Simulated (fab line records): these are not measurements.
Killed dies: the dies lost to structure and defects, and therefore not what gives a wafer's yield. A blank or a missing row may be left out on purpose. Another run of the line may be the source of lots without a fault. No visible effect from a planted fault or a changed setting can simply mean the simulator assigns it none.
Chamber matching / flow nandHarc / NHARC_A_M0_ETCH_34 on rieDiel-05 has 4 sister chambers
The step etches the open film in N2/H2, target depth 40 nm, overetch 12 nm, time 43.94 s. 4 wafers are shown with their chamber, then 7 later ones without.

== WAFERS WITH THEIR CHAMBER ==
wafer=L088.6; chamber=3; rfVppV (V)=428.3
wafer=L091.1; chamber=2; rfVppV (V)=427.9
wafer=L090.3; chamber=1; rfVppV (V)=427.0
wafer=L090.4; chamber=0; rfVppV (V)=431.0

== WAFERS WITH NO CHAMBER GIVEN ==
wafer=L090.6; rfVppV (V)=430.4
wafer=L092.3; rfVppV (V)=426.9
wafer=L092.4; rfVppV (V)=424.5
wafer=L092.5; rfVppV (V)=428.4
wafer=L093.2; rfVppV (V)=431.7
wafer=L093.3; rfVppV (V)=427.1
wafer=L093.5; rfVppV (V)=427.5

== WHICH CHAMBER EACH ONE RAN IN ==
wafer=L090.6; from the rows above=can't be placed: 0 or 3 or 2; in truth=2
wafer=L092.3; from the rows above=can't be placed: 1 or 2 or 3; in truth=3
wafer=L092.4; from the rows above=can't be placed: 1 or 2 or 3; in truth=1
wafer=L092.5; from the rows above=can't be placed: 3 or 2 or 1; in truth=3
wafer=L093.2; from the rows above=0; in truth=0
wafer=L093.3; from the rows above=can't be placed: 1 or 2 or 3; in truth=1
wafer=L093.5; from the rows above=can't be placed: 2 or 1 or 3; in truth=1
Correctly placed: 1 of 7. From these rows, 6 cannot be placed; in 6 the true chamber is one of the candidates. Wrongly placed: 0.
How it was worked out, from the rows above alone: a wafer's distance from a chamber is the root of the sum, over the readings, of the square of ((its reading less the chamber's mean) divided by the reading's scatter). If the next closest chamber is less than 2 further off than the closest, the wafer can't be placed; otherwise it belongs to the closest. For every chamber, the mean is computed from those of its wafers that are shown. The scatter: with one shown wafer a chamber, the root of the mean of the squares of how far each hidden wafer lies from its nearest shown one.
